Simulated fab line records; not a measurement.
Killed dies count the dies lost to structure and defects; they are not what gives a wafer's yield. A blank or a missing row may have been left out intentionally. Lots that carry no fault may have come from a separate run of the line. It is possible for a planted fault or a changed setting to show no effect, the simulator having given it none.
Struck lot and sound lot, side by side | flow nand_harc | 14 steps out of a route of 1302
Sound: these wafers, L828.4, L828.5, L828.6. Struck: wafers L840.1, L840.4, L840.5. At the end, the cause is stated.
Each step with rows lists, per side, the tool, then ch with its chambers, then its first start. Under that, the readings that differ: sound wafers | struck wafers | difference of the means | sigmas: that difference in standard deviations of wafers without a fault.
alike: a reading whose means differ by less than 2 such deviations, as well as words and numbers matching on both sides. not compared: withheld readings; readings where some wafer has no value; bounds like >300 that might hide an equal value; numbers whose values overlap and for which the record gives no deviation.
Wherever a step has rows on one side only, a row that says differs or no value, or a row with sigmas, the two part there. Non-overlapping numbers with no deviation appear without sigmas and do not part them. A reading missing from all wafers of one side parts the sides only when that side holds two or more wafers.

first, 7 steps without rows for these wafers: NHARC_A_STAIRCASE_COAT_211; NHARC_A_STAIRCASE_SOFTBAKE_212 (time 170 s); NHARC_A_STAIRCASE_EBR_213; NHARC_A_STAIRCASE_EXPOSE_214 (exposes mask STAIR 3); NHARC_A_STAIRCASE_PEB_215 (peb time 130 s); NHARC_A_STAIRCASE_DEVELOP_216 (time 140 s); NHARC_A_STAIRCASE_HARDBAKE_218 (time 140 s).
NHARC_A_STAIRCASE_DESCUM_219: chemistry O2, time 3 s.
  sound on rie_diel-05 ch 2,3, day 17 17:40; struck on rie_diel-05 ch 0,3, day 22 15:53
  alike: chamber_pressure_mTorr, drypump_motor_current_A, mfc_ar_sccm, o2_flow_sccm, oes_product_au, rf_vpp_V, showerhead_plenum_p_Torr, throttle_valve_pct
  not compared: rf_hours_counter_h
NHARC_A_STAIRCASE_TRIM_220: chemistry O2, time 211.2 s.
  sound on rie_diel-05 ch 0,1, day 17 17:46; struck on rie_diel-05 ch 1,3, day 22 15:59
  alike: chamber_pressure_mTorr, drypump_motor_current_A, mfc_ar_sccm, o2_flow_sccm, oes_product_au, rf_vpp_V, showerhead_plenum_p_Torr, throttle_valve_pct
  not compared: rf_hours_counter_h
NHARC_A_STAIRCASE_ETCH_221: etches the open film in C4F8/O2, target depth 100 nm, time 40.5 s.
  sound on rie_diel-05 ch 0,1; struck on rie_diel-05 ch 0,3
  reading      | sound       | struck      | difference | sigmas
  rf_vpp_V (V) | 890 893 890 | 905 894 905 | +10        | +2
  alike: chamber_pressure_mTorr, oes_product_au
  not compared: rf_hours_counter_h
NHARC_A_STAIRCASE_TRIM_222: chemistry O2, time 211.2 s.
  sound on rie_diel-05 ch 0,1; struck on rie_diel-05 ch 0,1
  alike: chamber_pressure_mTorr, drypump_motor_current_A, mfc_ar_sccm, o2_flow_sccm, oes_product_au, rf_vpp_V, showerhead_plenum_p_Torr, throttle_valve_pct
  not compared: rf_hours_counter_h
NHARC_A_STAIRCASE_ETCH_223: etches the open film in C4F8/O2, target depth 100 nm, time 40.5 s.
  sound on rie_diel-05 ch 1,2, day 17 18:12; struck on rie_diel-05 ch 1,2, day 22 16:22
  reading               | sound             | struck            | difference | sigmas
  oes_product_au (a.u.) | 0.937 0.925 0.943 | 1.350 1.361 1.334 | +0.413     | +26
  alike: chamber_pressure_mTorr, rf_vpp_V
  not compared: rf_hours_counter_h
NHARC_A_STAIRCASE_TRIM_224: chemistry O2, time 211.2 s.
  sound on rie_diel-05 ch 2,3; struck on rie_diel-05 ch 0,1
  alike: chamber_pressure_mTorr, drypump_motor_current_A, mfc_ar_sccm, o2_flow_sccm, oes_product_au, rf_vpp_V, showerhead_plenum_p_Torr, throttle_valve_pct
  not compared: rf_hours_counter_h
-- the record jumps here: 8 days lie between the struck wafers' starts before and after (it left off in module A_STAIRCASE and takes up again in module END, whose first step shown is number 1302 of the route) --
NHARC_END_SORT_01:
  only the struck wafers appear in the record here, on prober-01 ch 0 at day 30 12:16; the sound ones have no rows

== WHERE THEY PART ==
First at NHARC_A_STAIRCASE_ETCH_221; last, within this record, at NHARC_END_SORT_01.

WHY: whatever the simulator had introduced
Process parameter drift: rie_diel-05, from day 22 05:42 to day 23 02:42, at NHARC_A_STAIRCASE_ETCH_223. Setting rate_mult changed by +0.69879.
